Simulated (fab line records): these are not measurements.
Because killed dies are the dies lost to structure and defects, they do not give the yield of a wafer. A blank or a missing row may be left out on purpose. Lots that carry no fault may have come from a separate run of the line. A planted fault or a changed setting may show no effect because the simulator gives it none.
fab line records	flow n5-finfet
record: lots: 7	wafers: 21
route steps=1938 shown MOL_CONTACT_COAG@531 BEOL_M0_SAQP@635
start-h: start of the lot's first displayed wafer, in hours after the record's first day	wait-h: time in hours since the lot's previous step	" identical to the entry in the row above	L1.1+2: a single row standing in for several wafers	- no value, or no start given	* or withheld: withheld	< > ~ a bound
route shown NAME@n: NAME is a module with steps in the file, n the number in the route of the first one	usual: average and standard deviation across the fault-free wafers	same: alike in all rows	chamber/n: place in a boat	sites: the reading at each site	_std_site: their standard deviation	_edge_site: outer sites' mean less inner sites'	radius-mm: how far each site lies from the wafer's centre	mask NAME#n: copy n	behind: the tool/chamber that last shaped the wafer	hold: what put the lot on hold/how long, in hours/how the hold closed	device: the transistor (n, p or np) that didn't switch	end of line: the tests these same wafers got at the end of their route	a step without rows: its recipe alone	killed: dies lost to structure and defects at the first sort, not the wafer's yield	map: a wafer's dies, marking killed ones x, the rest . and places with no die _
set.NAME: the setting as run; set.NAME@STEP: as run at that earlier step	model.NAME: the simulator's own value behind a step, which no gauge read
lots with deliberately changed settings; one table per step, one row per wafer
== steps ==
step: N5_MOL_CONTACT_COAG_ETCH_105
recipe: chemistry: CF4	target: SiARC	target-depth-a: 156	mask-material: CAR-EUV	time-s: 26	ion-energy-ev: 80	pressure-mtorr: 40	source-w: 545	bias-w: 36	Ar_flow_sccm: 100	cf4-flow-sccm: 100	ends: cleared
usual: etch-rf-on-time-s: 25.96/0.26	rf-vpp-V: 184.2/1
lot.wafer	tool	chamber	start-h	wait-h	set.bias-w	set.dose-mj@MOL_CONTACT_COAG_EXPOSE_05	etch-rf-on-time-s	rf-vpp-V	model.MOL_CONTACT_COAG.cd-offset-nm
L075.1	rie-diel-05	0	97.36	0.0	36	38.25	25.73	183.1	0.2
L075.3	"	2	"	"	36	36.14	25.74	185.2	-1.2
L075.4	"	3	"	"	36	38.25	25.78	185.4	0.2
L080.2	rie-diel-02	3	122.84	0.0	36	38.25	25.96	183.8	-0.4
L080.4	"	2	"	"	30.66	36.45	27.28	167.2	-1
L080.6	"	1	"	"	36	36.45	26.01	183.7	-1.4
L088.1	rie-diel-04	2	184.02	0.0	32.54	39.87	26.59	173.4	1
L088.3	"	3	"	"	36	39.87	26.37	184.9	0.8
L088.4	"	0	"	"	36	39.87	25.97	183.6	1
L090.3	rie-diel-02	3	192.31	0.0	39.6	38.25	25.45	196.3	-0.2
L090.4	"	2	"	"	36	39.75	26.17	183.6	0.4
L090.6	"	1	"	"	36	39.75	25.80	183.0	0.8
L091.3	rie-diel-02	1	202.81	0.0	36	38.25	25.99	185.2	0
L091.5	"	0	"	"	36	38.25	25.87	184.8	0
L091.6	"	3	"	"	36	38.25	25.71	184.4	-0.2
L093.2	rie-diel-04	2	216.16	0.0	38.62	38.25	25.21	191.9	0.2
L093.3	"	3	"	"	36	38.25	26.32	185.2	0
L093.6	"	1	"	"	36	38.25	26.39	185.7	0
L095.2	rie-diel-02	3	225.25	0.0	36	37.33	26.19	183.2	-0.8
L095.3	"	2	"	"	36	38.25	26.10	183.4	0.2
L095.5	"	2	"	"	40.35	37.33	25.26	197.7	-0.4
step: N5_MOL_CONTACT_COAG_ETCH_106
recipe: chemistry: N2/H2	target: SOC	target-depth-a: 800	overetch-a: 160	mask-material: SiARC	temp-c: 40	time-s: 120	ion-energy-ev: 200	pressure-mtorr: 30	source-w: 840	bias-w: 150	n2-flow-sccm: 200	h2-flow-sccm: 200
step: N5_MOL_CONTACT_COAG_STRIP_107
recipe: chemistry: N2/H2	temp-c: 40	n2-flow-sccm: 200	h2-flow-sccm: 200	rf-frequency-hz: 6e+07
step: N5_MOL_CONTACT_COAG_STRIP_108
recipe: chemistry: N2/H2	temp-c: 40	n2-flow-sccm: 200	h2-flow-sccm: 200	rf-frequency-hz: 6e+07
step: N5_MOL_CONTACT_COAG_CONTACT_ETCH_14
recipe: chemistry: C4F6/O2	target: SiO2	target-depth-a: 275	overetch-a: 85	mask-material: SOC	pressure-mtorr: 30	source-w: 370	bias-w: 185	Ar_flow_sccm: 300	C4F6_flow_sccm: 16	O2_flow_sccm: 10	time-s: 20	ion-energy-ev: 259.6
lot.wafer	tool	chamber	start-h	wait-h	set.dose-mj@MOL_CONTACT_COAG_EXPOSE_05	model.MOL_CONTACT_COAG.cd-offset-nm
L075.1+4	rie-diel-05	0,3	97.49	0.0	38.25	0.2
L075.3	"	2	"	"	36.14	-1.2
L080.2	rie-diel-02	3	122.97	0.0	38.25	-0.4
L080.4	"	2	"	"	36.45	-1
L080.6	"	1	"	"	36.45	-1.4
L088.1+4	rie-diel-04	2,0	184.15	0.0	39.87	0.8
L088.3	"	3	"	"	39.87	0.6
L090.3	rie-diel-02	3	192.44	0.0	38.25	-0.4
L090.4	"	2	"	"	39.75	0.4
L090.6	"	1	"	"	39.75	1.2
L091.3+5	rie-diel-02	1,0	202.94	0.0	38.25	0
L091.6	"	3	"	"	38.25	-0.4
L093.2	rie-diel-04	2	216.29	0.0	38.25	0
L093.3+6	"	3,1	"	"	38.25	-0.2
L095.2	rie-diel-02	3	225.38	0.0	37.33	-0.8
L095.3	"	2	"	"	38.25	0
L095.5	"	2	"	"	37.33	-0.6
step: N5_MOL_CONTACT_COAG_STRIP_109
recipe: chemistry: C4F6/O2	resist: SiARC	rf-frequency-hz: 6e+07
step: N5_MOL_CONTACT_COAG_ETCH_15
recipe: chemistry: CH3F/O2	target: SiNx	target-depth-a: 70	mask-material: SOC	stop-on: Si:P	over-etch-frac: 0.75	ion-energy-ev: 120	pressure-mtorr: 30	source-w: 395	bias-w: 73	Ar_flow_sccm: 150	CH3F_flow_sccm: 30	O2_flow_sccm: 20
step: N5_MOL_CONTACT_COAG_ETCH_110
recipe: chemistry: CF4/O2	target: Si	target-depth-a: 25	time-s: 8	pressure-mtorr: 100	source-w: 200	bias-w: 12	ion-energy-ev: 60	Ar_flow_sccm: 100	cf4-flow-sccm: 100	O2_flow_sccm: 10
lot.wafer	tool	chamber	start-h	wait-h	set.dose-mj@MOL_CONTACT_COAG_EXPOSE_05	model.MOL_CONTACT_COAG.cd-offset-nm
L075.1+4	rie-diel-05	0,3	97.59	0.0	38.25	0.2
L075.3	"	2	"	"	36.14	-1.2
L080.2	rie-diel-02	3	123.07	0.0	38.25	-0.4
L080.4	"	2	"	"	36.45	-1.2
L080.6	"	1	"	"	36.45	-1.4
L088.1+4	rie-diel-04	2,0	184.25	0.0	39.87	0.8
L088.3	"	3	"	"	39.87	0.6
L090.3	rie-diel-02	3	192.54	0.0	38.25	-0.6
L090.4	"	2	"	"	39.75	0.4
L090.6	"	1	"	"	39.75	1
L091.3	rie-diel-02	1	203.03	0.0	38.25	-0.2
L091.5	"	0	"	"	38.25	0
L091.6	"	3	"	"	38.25	-0.6
L093.2	rie-diel-04	2	216.39	0.0	38.25	0
L093.3	"	3	"	"	38.25	-0.4
L093.6	"	1	"	"	38.25	-0.2
L095.2+5	rie-diel-02	3,2	225.48	0.0	37.33	-0.8
L095.3	"	2	"	"	38.25	0
step: N5_MOL_CONTACT_COAG_STRIP_98
recipe: chemistry: N2/H2	power-w: 500	temp-c: 40	pressure-mtorr: 50	rf-frequency-hz: 6e+07	overash-fraction: 0.3	bias-power-w: 8	h2-frac: 0.5	n2-flow-sccm: 300	h2-flow-sccm: 300
step: N5_MOL_CONTACT_COAG_CD_MEAS_99
recipe: target-cd-nm: 17.2	polarity: opening
usual: cd-nm: 17.1/0.32
lot.wafer	tool	chamber	start-h	wait-h	set.dose-mj@MOL_CONTACT_COAG_EXPOSE_05	cd-nm
L075.1	cd-sem-03	-	97.71	-	38.25	17.3
L075.3	"	-	"	"	36.14	15.9
L075.4	"	-	"	"	38.25	17.4
L080.2	cd-sem-02	-	123.19	-	38.25	16.7
L080.4	"	-	"	"	36.45	15.9
L080.6	"	-	"	"	36.45	15.7
L088.1	cd-sem-02	-	184.37	-	39.87	18.3
L088.3	"	-	"	"	39.87	17.7
L088.4	"	-	"	"	39.87	18.1
L090.3	cd-sem-01	-	192.66	-	38.25	16.8
L090.4	"	-	"	"	39.75	17.7
L090.6	"	-	"	"	39.75	18.0
L091.3	cd-sem-02	-	203.15	-	38.25	16.8
L091.5	"	-	"	"	38.25	17.4
L091.6	"	-	"	"	38.25	16.7
L093.2	cd-sem-02	-	216.51	-	38.25	17.1
L093.3	"	-	"	"	38.25	16.9
L093.6	"	-	"	"	38.25	17.0
L095.2	cd-sem-02	-	225.60	-	37.33	16.4
L095.3	"	-	"	"	38.25	16.9
L095.5	"	-	"	"	37.33	16.2
step: N5_MOL_CONTACT_COAG_ALD_123
recipe: material: SiNx	target-thk-a: 50	temp-c: 400	ald-precursor-family: SiH2I2	ald-co-reactant: N2/H2-plasma	pulse-time-s: 1	purge-time-s: 2	co-reactant-purge-time-s: 2	ald-cycles: 100	pressure-torr: 2
lot.wafer	tool	chamber	start-h	wait-h	set.ald-cycles	model.SiNx_of_MOL_CONTACT_COAG_ALD_123.thk-nm
L075.1+3	ald-sin-02	3,0	106.85	0.0	100	5
L075.4	"	1	"	"	105	5.2
L080.2+4	ald-sin-02	1,0	134.52	0.0	104	5.2
L080.6	"	0	"	"	100	5
L088.1+3	ald-sin-02	0,2	191.00	0.0	107	5.4
L088.4	"	1	"	"	100	5
L090.3+4+6	ald-sin-01	3,2,3	202.07	0.0	100	5
L091.3+5+6	ald-sin-02	0,2,3	209.90	0.1	100	5
L093.2	ald-sin-01	1	225.08	0.5	100	5
L093.3+6	"	2,1	"	"	93	4.6
L095.2	ald-sin-04	2	234.01	0.3	100	5
L095.3+5	"	1,2	"	"	89	4.4
step: N5_MOL_CONTACT_COAG_COAT_78
recipe: resist: CAR-EUV	spin-rpm: 1500	resist-thk-nm: 40
lot.wafer	tool	chamber	start-h	wait-h	set.spin-rpm	model.CAR-EUV_of_MOL_CONTACT_COAG_COAT_78.thk-nm
L075.1	litho-track-01	0	-	-	1337	42.6
L075.3+4	"	0	"	"	1500	40
L080.2+4	litho-track-03	0	-	-	1500	40
L080.6	"	0	"	"	1500	39.8
L088.1	litho-track-03	0	-	-	1500	40.2
L088.3	"	0	"	"	1500	40
L088.4	"	0	"	"	1651	38.2
L090.3+6	litho-track-04	0	-	-	1544	39.6
L090.4	"	0	"	"	1500	40.2
L091.3+5	litho-track-04	0	-	-	1500	40
L091.6	"	0	"	"	1500	40.2
L093.2	litho-track-01	0	-	-	1500	40.2
L093.3+6	"	0	"	"	1500	40
L095.2+3+5	litho-track-01	0	-	-	1614	38.8
step: N5_MOL_CONTACT_COAG_EBR_80
recipe: solvent: PGMEA	ebr-width-mm: 1.5
step: N5_MOL_CONTACT_COAG_SOFTBAKE_79
recipe: temp-c: 110	time-s: 60	resist: CAR-EUV
step: N5_MOL_CONTACT_COAG_EXPOSE_81
recipe: mask-id: VG	na: 0.33	source-shape: annular	sigma-inner: 0.3	sigma-outer: 0.7	polarization: unpolarized	defocus-nm: 0	dose-mj: 59.5
step: N5_MOL_CONTACT_COAG_PEB_82
recipe: peb-temp-c: 100	peb-time-s: 60	resist: CAR-EUV
step: N5_MOL_CONTACT_COAG_DEVELOP_83
recipe: develop-time-s: 30	developer: TMAH	resist: CAR-EUV	rinse-liquid: surfactant-rinse	dry: air-spin	dev-temp-c: 23
lot.wafer	tool	chamber	start-h	wait-h	set.spin-rpm@MOL_CONTACT_COAG_COAT_78	model.CAR-EUV_of_MOL_CONTACT_COAG_COAT_78.thk-nm
L075.1	litho-track-04	0	-	-	1337	42
L075.3+4	"	0	"	"	1500	39.6
L080.2+4	litho-track-04	0	-	-	1500	39.6
L080.6	"	0	"	"	1500	39.4
L088.1+3	litho-track-04	0	-	-	1500	39.6
L088.4	"	0	"	"	1651	37.8
L090.3	litho-track-04	0	-	-	1544	39
L090.4	"	0	"	"	1500	39.6
L090.6	"	0	"	"	1544	39.2
L091.3	litho-track-01	0	-	-	1500	39.4
L091.5+6	"	0	"	"	1500	39.6
L093.2+3+6	litho-track-03	0	-	-	1500	39.6
L095.2	litho-track-04	0	-	-	1614	38.4
L095.3+5	"	0	"	"	1614	38.2
step: N5_MOL_CONTACT_COAG_DESCUM_88
recipe: chemistry: O2	time-s: 7	source-power-w: 50	bias-power-w: 20	pressure-mtorr: 20	rf-frequency-hz: 2.712e+07	temp-c: 40	resist: CAR-EUV	o2-flow-sccm: 225
lot.wafer	tool	chamber	start-h	wait-h	set.spin-rpm@MOL_CONTACT_COAG_COAT_78	model.CAR-EUV_of_MOL_CONTACT_COAG_COAT_78.thk-nm
L075.1	rie-diel-02	3	107.81	0.0	1337	38.6
L075.3	"	1	"	"	1500	36
L075.4	"	0	"	"	1500	36.2
L080.2+4+6	rie-diel-05	0,3,3	145.51	2.4	1500	36
L088.1	rie-diel-05	0	192.29	0.2	1500	36.2
L088.3	"	2	"	"	1500	36
L088.4	"	1	"	"	1651	34.2
L090.3+6	rie-diel-05	3,0	203.04	0.0	1544	35.6
L090.4	"	0	"	"	1500	36.2
L091.3+5	rie-diel-02	0,3	211.00	0.0	1500	36
L091.6	"	0	"	"	1500	36.2
L093.2+3+6	rie-diel-04	2,3,0	226.17	0.0	1500	36.2
L095.2	rie-diel-04	0	235.11	0.1	1614	35
L095.3+5	"	1,2	"	"	1614	34.8
step: N5_MOL_CONTACT_COAG_ETCH_89
recipe: chemistry: N2/H2	target: underlayer	target-depth-a: 130	mask-material: CAR-EUV	time-s: 10.4	ion-energy-ev: 200	pressure-mtorr: 30	source-w: 840	bias-w: 150	n2-flow-sccm: 200	h2-flow-sccm: 200	ends: cleared
step: N5_MOL_CONTACT_COAG_ETCH_90
recipe: chemistry: CF4	target: SiARC	target-depth-a: 130	mask-material: CAR-EUV	time-s: 21.7	ion-energy-ev: 80	pressure-mtorr: 40	source-w: 545	bias-w: 36	Ar_flow_sccm: 100	cf4-flow-sccm: 100	ends: cleared
step: N5_MOL_CONTACT_COAG_STRIP_120
recipe: chemistry: CHF3	resist: SiARC	rf-frequency-hz: 6e+07
step: N5_MOL_CONTACT_COAG_VIA_ETCH_117
recipe: chemistry: C4F6/O2	target-depth-a: 400	overetch-a: 80	mask-material: SOC	target: SiO2	bias-w: 455	pressure-mtorr: 10	time-s: 26	source-w: 325	Ar_flow_sccm: 300	C4F6_flow_sccm: 10	O2_flow_sccm: 10	ion-energy-ev: 575.3	ends: end-point
step: N5_MOL_CONTACT_COAG_ETCH_124
recipe: chemistry: CH3F/O2	target: SiNx	target-depth-a: 65	mask-material: SOC	stop-on: SiOC	over-etch-frac: 0.3	ion-energy-ev: 120	pressure-mtorr: 30	source-w: 395	bias-w: 73	Ar_flow_sccm: 150	CH3F_flow_sccm: 30	O2_flow_sccm: 20	ends: end-point
lot.wafer	tool	chamber	start-h	wait-h	set.ald-cycles@MOL_CONTACT_COAG_ALD_123	model.etch.depth-nm
L075.1	rie-diel-05	1	109.68	0.0	100	5.01
L075.3	"	2	"	"	100	5.026
L075.4	"	3	"	"	105	5.236
L080.2	rie-diel-05	0	149.30	0.0	104	5.209
L080.4	"	1	"	"	104	5.246
L080.6	"	3	"	"	100	5.036
L088.1	rie-diel-02	1	194.06	0.0	107	5.357
L088.3	"	0	"	"	107	5.342
L088.4	"	3	"	"	100	5.02
L090.3	rie-diel-02	0	205.37	0.0	100	5.02
L090.4	"	3	"	"	100	5.012
L090.6	"	0	"	"	100	5.005
L091.3	rie-diel-04	2	213.09	0.0	100	5.024
L091.5	"	1	"	"	100	5.001
L091.6	"	2	"	"	100	5.047
L093.2	rie-diel-04	2	228.98	0.0	100	4.988
L093.3	"	0	"	"	93	4.619
L093.6	"	2	"	"	93	4.661
L095.2	rie-diel-05	0	237.26	0.0	100	4.976
L095.3	"	1	"	"	89	4.424
L095.5	"	1	"	"	89	4.414
step: N5_BEOL_M0_SAQP_PECVD_03
recipe: material: SiCN	target-thk-a: 120	temp-c: withheld	precursor: 3MS/NH3	pressure-torr: 3	rf-w: 202	time-s: 21.1
lot.wafer	tool	chamber	start-h	wait-h	set.time-s	model.SiCN_of_BEOL_M0_SAQP_PECVD_03.thk-nm
L075.1	pecvd-01	1	140.78	0.1	18.68	10.6
L075.3	"	2	"	"	21.1	12
L075.4	"	1	"	"	18.68	10.8
L080.2	pecvd-03	2	154.87	0.1	24.18	13.6
L080.4+6	"	0,2	"	"	21.1	12
L088.1+3	pecvd-04	1,0	200.87	0.1	21.1	11.8
L088.4	"	2	"	"	18.88	10.8
L090.3	pecvd-04	2	212.52	0.1	18.11	10.4
L090.4	"	2	"	"	18.11	10.6
L090.6	"	0	"	"	21.1	12
L091.3	pecvd-01	1	219.87	0.1	21.1	11.8
L091.5	"	2	"	"	21.1	12.2
L091.6	"	1	"	"	21.1	12
L093.2+3	pecvd-03	0,2	233.94	0.1	19.09	10.8
L093.6	"	2	"	"	21.1	12
L095.2	pecvd-03	0	241.95	0.1	23.27	12.8
L095.3	"	2	"	"	21.1	11.6
L095.5	"	0	"	"	21.1	12
step: N5_BEOL_M0_SAQP_COAT_87
recipe: resist: underlayer	temp-c: 205	time-s: 60	spin-rpm: 1500	resist-thk-nm: 5
lot.wafer	tool	chamber	start-h	wait-h	set.spin-rpm
L075.1+3+4	litho-track-03	0	-	-	1500
L080.2+4	litho-track-03	0	-	-	1347
L080.6	"	0	"	"	1500
L088.1+4	litho-track-03	0	-	-	1396
L088.3	"	0	"	"	1500
L090.3	litho-track-02	0	-	-	1500
L090.4+6	"	0	"	"	1597
L091.3+5+6	litho-track-02	0	-	-	1500
L093.2+6	litho-track-02	0	-	-	1500
L093.3	"	0	"	"	1573
L095.2+3	litho-track-02	0	-	-	1404
L095.5	"	0	"	"	1500
== key ==
split: step: N5_MOL_CONTACT_COAG_ETCH_105	setting: bias-w	stated: 36	by: wafer
response: step: N5_MOL_CONTACT_COAG_ETCH_105	reading: etch-rf-on-time-s	change: *	per: 1%	r: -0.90
response: step: N5_MOL_CONTACT_COAG_ETCH_105	reading: rf-vpp-V	change: +1.15	per: 1%	r: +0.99
split: step: N5_MOL_CONTACT_COAG_ALD_123	setting: ald-cycles	stated: 100	by: wafer
response: step: N5_MOL_CONTACT_COAG_ALD_123	reading: model.SiNx_of_MOL_CONTACT_COAG_ALD_123.thk-nm	change: +0.0538	per: 1%	r: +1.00
response: step: N5_MOL_CONTACT_COAG_ETCH_124	reading: model.etch.depth-nm	change: +0.0489	per: 1%	r: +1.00
split: step: N5_MOL_CONTACT_COAG_COAT_78	setting: spin-rpm	stated: 1500	by: wafer
response: step: N5_MOL_CONTACT_COAG_COAT_78	reading: model.CAR-EUV_of_MOL_CONTACT_COAG_COAT_78.thk-nm	change: -0.216	per: 1%	r: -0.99
response: step: N5_MOL_CONTACT_COAG_DEVELOP_83	reading: model.CAR-EUV_of_MOL_CONTACT_COAG_COAT_78.thk-nm	change: -0.2	per: 1%	r: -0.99
response: step: N5_MOL_CONTACT_COAG_DESCUM_88	reading: model.CAR-EUV_of_MOL_CONTACT_COAG_COAT_78.thk-nm	change: -0.211	per: 1%	r: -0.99
split: step: N5_BEOL_M0_SAQP_PECVD_03	setting: time-s	stated: 21.1	by: wafer
response: step: N5_BEOL_M0_SAQP_PECVD_03	reading: model.SiCN_of_BEOL_M0_SAQP_PECVD_03.thk-nm	change: +0.108	per: 1%	r: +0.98
split: step: N5_BEOL_M0_SAQP_COAT_87	setting: spin-rpm	stated: 1500	by: wafer
response none in this file
split outside-this-file step=N5_MOL_CONTACT_COAG_EXPOSE_05 setting=dose-mj
split outside-this-file: this setting was split too, and the file shows its column; the key of that split is in another file
